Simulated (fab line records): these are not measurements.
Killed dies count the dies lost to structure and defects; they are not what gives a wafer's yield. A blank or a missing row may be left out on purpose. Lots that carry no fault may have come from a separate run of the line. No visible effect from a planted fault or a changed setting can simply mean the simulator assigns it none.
Which tool did it? | flow nandHarc | Sampling: 12 lots, 36 wafers, 6 of 1302 route steps

## WHAT EACH GAUGE READ, for each wafer
NHARC_P_M0_OVL_MEAS_10: pitch 180 nm.
lot  | measured     | on         | overlayXNm (nm) | overlayYNm (nm)
L884 | day 6 07:49  | overlay-02 | 0.0 -0.3 -0.5   | -0.1 -0.5 -0.5
L885 | day 6 08:42  | overlay-02 | 0.1 0.5 0.4     | -0.8 -0.9 -0.2
L886 | day 6 18:53  | overlay-01 | 0.2 -0.2 -0.2   | 0.2 0.4 0.9
L887 | day 7 11:17  | overlay-02 | 0.9 0.9 0.8     | -1.0 -1.1 -0.9
L890 | day 8 15:51  | overlay-01 | -1.6 -1.8 -1.4  | -0.6 0.1 -0.6
L899 | day 12 06:05 | overlay-02 | 1.1 2.1 1.4     | -0.9 -0.8 -1.2
L900 | day 12 20:06 | overlay-02 | 0.5 1.0 1.2     | 1.7 1.8 1.4
L902 | day 13 22:56 | overlay-01 | 0.4 -0.4 -0.4   | 1.5 1.4 1.8
L904 | day 14 08:31 | overlay-02 | -0.1 0.1 -0.3   | 1.9 1.6 1.7
L906 | day 14 20:59 | overlay-01 | 1.0 0.8 1.2     | 1.1 1.1 0.9
L905 | day 14 21:14 | overlay-02 | -0.8 -0.7 -1.0  | 0.0 -0.4 -0.1
L907 | day 15 14:34 | overlay-01 | 1.2 1.2 1.3     | 0.1 0.1 -0.9

NHARC_P_M0_CD_MEAS_16.
lot  | measured     | on       | cdNm (nm)
L884 | day 6 08:16  | cdSem-01 | 90.3 90.7 92.2
L885 | day 6 09:06  | cdSem-01 | 91.6 92.2 89.0
L886 | day 6 19:17  | cdSem-01 | 90.8 89.1 89.9
L887 | day 7 11:41  | cdSem-02 | 91.0 92.0 91.6
L890 | day 8 16:44  | cdSem-03 | 90.1 90.3 90.5
L899 | day 12 06:30 | cdSem-02 | 89.0 88.3 89.5
L900 | day 12 20:30 | cdSem-01 | 91.2 91.2 90.4
L902 | day 13 23:21 | cdSem-01 | 88.9 91.4 89.9
L904 | day 14 08:55 | cdSem-02 | 92.7 90.8 91.3
L906 | day 14 21:23 | cdSem-01 | 91.7 89.3 93.5
L905 | day 14 22:04 | cdSem-02 | 90.6 89.2 90.8
L907 | day 15 14:58 | cdSem-02 | 89.5 89.2 92.7

NHARC_P_M0_INSPECT_27.
lot  | measured     | on               | rawDefectCount
L884 | day 6 10:27  | defectInspect-02 | 227 222 225
L885 | day 6 11:26  | defectInspect-02 | 207 303 297
L886 | day 6 21:50  | defectInspect-02 | 320 283 218
L887 | day 7 14:03  | defectInspect-02 | 312 233 238
L890 | day 8 18:56  | defectInspect-01 | 732 700 2453
L899 | day 12 08:41 | defectInspect-01 | 305 291 292
L900 | day 12 22:51 | defectInspect-01 | 142 173 345
L902 | day 14 01:31 | defectInspect-01 | 221 248 195
L904 | day 14 11:07 | defectInspect-01 | 407 294 258
L906 | day 14 23:34 | defectInspect-01 | 176 141 209
L905 | day 15 00:45 | defectInspect-01 | 299 350 480
L907 | day 15 17:08 | defectInspect-02 | 150 229 319

NHARC_END_SORT_01.
lot  | measured     | on        | defectLimitedYield (%) | killedAtArray | killedAtOther | killedAtPeriphery | killedDies | killedOpen | killedShort | sort_bin_2_pct (%) | sort_bin_3_pct (%) | sort_bin_4_pct (%) | sortNPass | sortRimYieldPct (%) | sortYieldPct (%)
L890 | day 26 23:28 | prober-02 | 92.0 91.9 0            | 51 50 52      | 1 0 2         | 2 5 623           | 54 55 677  | 4 4 3      | 4 2 2       | 3.0 2.7 3.0        | 0.6 1.0 92.5       | 4.4 4.4 4.6        | 623 622 0 | 90 91 0             | 92.0 91.9 0

## WHAT TOOL EACH LOT RAN ON (gives the tool, then ch and the chambers of the sampled wafers, and finally the start)
lot  | NHARC_P_CONTACT_CVD_23                  | NHARC_P_M0_CMP_23
L884 | cvdW-02 ch 0,1, day 6 07:49 or earlier  | cmp-03 ch 0,1,2, day 6 09:59
L885 | cvdW-02 ch 0,1, day 6 08:42 or earlier  | cmp-04 ch 1,2, day 6 10:59
L886 | cvdW-02 ch 0, day 6 18:53 or earlier    | cmp-04 ch 0,2,3, day 6 21:25
L887 | cvdW-02 ch 0,1, day 7 11:17 or earlier  | cmp-03 ch 1,2,3, day 7 13:36
L890 | cvdW-01 ch 0,1, day 8 15:51 or earlier  | cmp-04 ch 1,2, day 8 18:28
L899 | cvdW-01 ch 0,1, day 12 06:05 or earlier | cmp-03 ch 2,3, day 12 08:14
L900 | cvdW-01 ch 0,1, day 12 20:06 or earlier | cmp-03 ch 2,3, day 12 22:25
L902 | cvdW-02 ch 0,1, day 13 22:56 or earlier | cmp-04 ch 0,2, day 14 01:03
L904 | cvdW-01 ch 0,1, day 14 08:31 or earlier | cmp-03 ch 0,1,3, day 14 10:38
L906 | cvdW-02 ch 0,1, day 14 20:59 or earlier | cmp-03 ch 0,3, day 14 23:06
L905 | cvdW-01 ch 0,1, day 14 21:14 or earlier | cmp-04 ch 1,2, day 15 00:17
L907 | cvdW-02 ch 0,1, day 15 14:34 or earlier | cmp-03 ch 1,2,3, day 15 16:41
- NHARC_P_CONTACT_CVD_23: deposits W, target thk 200 nm, time 557 s.
- NHARC_P_M0_CMP_23: polishes, t overpolish 20 s, target thk 117.54 nm.

## WHAT THE TOOLS THEMSELVES READ (means of the sampled wafers that have a number; where no wafer has one, the mark that the record gives instead)
NHARC_P_CONTACT_CVD_23.
lot  | tool    | heaterPowerW (W) | throttleValvePct (%)
L884 | cvdW-02 | 539              | 7.8
L885 | cvdW-02 | 522              | 8.2
L886 | cvdW-02 | 519              | 8.3
L887 | cvdW-02 | 526              | 8.1
L890 | cvdW-01 | 500              | 8.0
L899 | cvdW-01 | 480              | 8.0
L900 | cvdW-01 | 482              | 8.3
L902 | cvdW-02 | 561              | 7.8
L904 | cvdW-01 | 484              | 8.1
L906 | cvdW-02 | 539              | 8.1
L905 | cvdW-01 | 486              | 7.9
L907 | cvdW-02 | 563              | 7.7

NHARC_P_M0_CMP_23.
lot  | tool   | motorCurrentA (A) | timeToEndpointS (s)
L884 | cmp-03 | 13.2              | 29
L885 | cmp-04 | 11.8              | 33
L886 | cmp-04 | 10.9              | 30
L887 | cmp-03 | 12.5              | 32
L890 | cmp-04 | 12.0              | 35
L899 | cmp-03 | 12.4              | 31
L900 | cmp-03 | 13.1              | 34
L902 | cmp-04 | 11.2              | 27
L904 | cmp-03 | 12.5              | 27
L906 | cmp-03 | 12.2              | 26
L905 | cmp-04 | 12.9              | 33
L907 | cmp-03 | 13.0              | 29

## THE ANSWER, worked out from the rows above alone
Rule: usual is defined by the lots themselves. The widest of any qualifying gaps counts: lots, ordered by their means at a reading, are off when they make up no more than a third of the lots, leave a main group of 4 or more, and stand apart from it by 3 or more times the standard deviation of that group's means. A main group whose means are all the same, to the digits that the tables above print for the reading, isn't used. Also off: a lot with no number at a reading for which 4 or more lots have one. The other lots that the step has rows for count as sound. Order of review: gauges by route order, followed by the tools' own readings, for which a lot's mean as printed above is used. At the first step where some lot is off, the reading lying furthest off is the one used; lots without a number count as furthest.
Off: L890, at NHARC_P_M0_INSPECT_27 (rawDefectCount). The main group has a mean of 261 with a standard deviation of 53.
A tool fits if, at a process step before that reading, it ran every lot that is off, and no sound lot after the first of them. Those tools and the gauges at NHARC_P_M0_INSPECT_27 are tried in the same way. NHARC_P_CONTACT_CVD_23: start missing for some lots; hours and lot order therefore follow NHARC_P_M0_OVL_MEAS_10. Not one of the candidates tried fits.

## WHAT THE SIMULATOR HAD INSERTED
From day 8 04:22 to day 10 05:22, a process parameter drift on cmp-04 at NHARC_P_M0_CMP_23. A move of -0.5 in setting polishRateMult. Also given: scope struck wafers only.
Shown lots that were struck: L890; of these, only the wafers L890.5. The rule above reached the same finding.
